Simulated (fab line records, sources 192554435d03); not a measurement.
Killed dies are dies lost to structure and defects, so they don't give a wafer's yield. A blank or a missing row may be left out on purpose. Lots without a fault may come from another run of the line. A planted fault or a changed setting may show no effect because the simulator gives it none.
Chamber matching | flow n5_finfet | N5_BEOL_M4_CMP_52 on cmp-04: 4 sister chambers
The step polishes, stops on SiOC, t overpolish 6.8 s, target thk 40 nm. 4 wafers are shown with their chamber, then 7 later ones without.

WAFERS WITH THEIR CHAMBER
wafer  | chamber | motor_current_A (A)
L076.1 | 2       | 6.2
L080.2 | 1       | 5.3
L091.2 | 3       | 6.0
L091.3 | 0       | 6.9

WAFERS WITHOUT THEIR CHAMBER
wafer  | motor_current_A (A)
L091.6 | 6.1
L094.1 | 6.7
L094.2 | 5.8
L094.4 | 5.5
L097.1 | 5.8
L097.4 | 6.9
L097.5 | 6.1

WHICH CHAMBER EACH WENT THROUGH
wafer  | from the rows above          | in truth
L091.6 | can't be placed: 3 or 2      | 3
L094.1 | can't be placed: 0 or 2      | 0
L094.2 | can't be placed: 3 or 2 or 1 | 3
L094.4 | can't be placed: 1 or 3      | 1
L097.1 | can't be placed: 3 or 2 or 1 | 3
L097.4 | 0                            | 0
L097.5 | can't be placed: 3 or 2      | 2
Placed correctly: 1 of 7. Can't be placed from these rows: 6 (the true chamber is among the candidates in 6). Placed wrongly: 0.
How it was worked out, from the rows above alone: a wafer's distance from a chamber is the root of the sum, over the readings, of the square of ((its reading less the chamber's mean) divided by the reading's scatter). The wafer belongs to the nearest chamber; if the next one is less than 2 further off, it can't be placed. A chamber's mean is the mean of its shown wafers. The scatter: with one shown wafer a chamber, the root of the mean of the squares of how far each hidden wafer lies from its nearest shown one.
